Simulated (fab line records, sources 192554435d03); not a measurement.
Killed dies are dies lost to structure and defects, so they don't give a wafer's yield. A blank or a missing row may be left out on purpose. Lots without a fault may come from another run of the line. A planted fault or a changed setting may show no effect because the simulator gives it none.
Split-lot experiment | flow n5_finfet | 7 lots, 21 wafers read, on a route of 1938 steps

THE SPLIT
At N5_MOL_CONTACT_COAG_VIA_ETCH_46 (etches SiO2 in C4F6/O2, target depth 46 nm, overetch 9.2 nm, time 40 s), the setting bias_w was moved away from the recipe's 455 W on 7 of the 21 wafers read, by -16.2% to +16.7%. The other wafers ran this setting at the recipe's value.

The reading is taken at the split's own step.

THE READING
rf_vpp_V, in V, at N5_MOL_CONTACT_COAG_VIA_ETCH_46 (etches SiO2 in C4F6/O2, target depth 46 nm, overetch 9.2 nm, time 40 s). Fault-free wafers of this fab line usually give 1591 V, standard deviation 30 V.

wafer  | tool, chamber at the split | bias_w as run, W | against the recipe | rf_vpp_V, V | against lot-mates on the recipe
L075.3 | rie_diel-05, 1             | 381.5            | -16.2%             | 1406        | -196
L075.4 | rie_diel-05, 0             | 455              | recipe             | 1600        | -
L075.5 | rie_diel-05, 3             | 455              | recipe             | 1605        | -
L076.1 | rie_diel-05, 3             | 455              | recipe             | 1605        | -
L076.4 | rie_diel-05, 3             | 455              | recipe             | 1606        | -
L076.6 | rie_diel-05, 1             | 455              | recipe             | 1605        | -
L077.2 | rie_diel-04, 1             | 522.2            | +14.8%             | 1772        | +172
L077.3 | rie_diel-04, 2             | 522.2            | +14.8%             | 1809        | +209
L077.6 | rie_diel-04, 1             | 455              | recipe             | 1600        | -
L078.1 | rie_diel-03, 2             | 455              | recipe             | 1541        | -
L078.3 | rie_diel-03, 1             | 531.2            | +16.7%             | 1800        | +218
L078.5 | rie_diel-03, 0             | 455              | recipe             | 1624        | -
L082.1 | rie_diel-04, 2             | 455              | recipe             | 1634        | -
L082.3 | rie_diel-04, 0             | 455              | recipe             | 1548        | -
L082.5 | rie_diel-04, 1             | 455              | recipe             | 1599        | -
L089.2 | rie_diel-05, 2             | 524.6            | +15.3%             | 1744        | no lot-mate on the recipe
L089.4 | rie_diel-05, 1             | 524.6            | +15.3%             | 1787        | no lot-mate on the recipe
L089.6 | rie_diel-05, 1             | 524.6            | +15.3%             | 1784        | no lot-mate on the recipe
L090.2 | rie_diel-05, 2             | 455              | recipe             | 1568        | -
L090.5 | rie_diel-05, 1             | 455              | recipe             | 1605        | -
L090.6 | rie_diel-05, 0             | 455              | recipe             | 1600        | -

THE FIT
A straight line over all 21 wafers: rf_vpp_V changes by +12.1 V for each +1% of bias_w; r = +0.97; the points scatter about the line by 25 V.
The same after taking each lot's own level away (the mean of its wafers on the recipe; 18 wafers): +12.7 V for each +1%; r = +0.97; scatter 23 V.
On that fit, the largest move of bias_w shifts the reading by 2.1e+02 V.
The lots' own levels span 1582.5 to 1605.3 V, that is 0.8 times the standard deviation above.
So the lot-to-lot level changes the slope little: the two slopes agree.
Check: with one of the wafers moved furthest among these (+16.7%) left out of the fit, the line predicts +212 V for it against its lot-mates. It came out at +218 V against them.
Tool readings at the split's step, against how far the setting was moved: rf_vpp_V r = +0.97.

OTHER SPLITS ON THESE WAFERS
These wafers also went through other splits before the reading. Each is held against what the fit with the lots' levels taken away leaves over:
other split on the same wafers        | wafers away from the commonest value | r with rf_vpp_V (lot level and that fit taken away)
N5_SDB_COAT_05 spin_rpm               | 8                                    | +0.22
N5_SDB_ALD_29 ald_cycles              | 8                                    | +0.16
N5_HKMG_FIN_ETCH_32 bias_w            | 3                                    | -0.01
N5_MOL_CONTACT_COAG_EXPOSE_05 dose_mj | 4                                    | -0.10

THE FILE'S OWN FIT
rf_vpp_V changes by +12.7 V for each +1% of bias_w, r = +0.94.
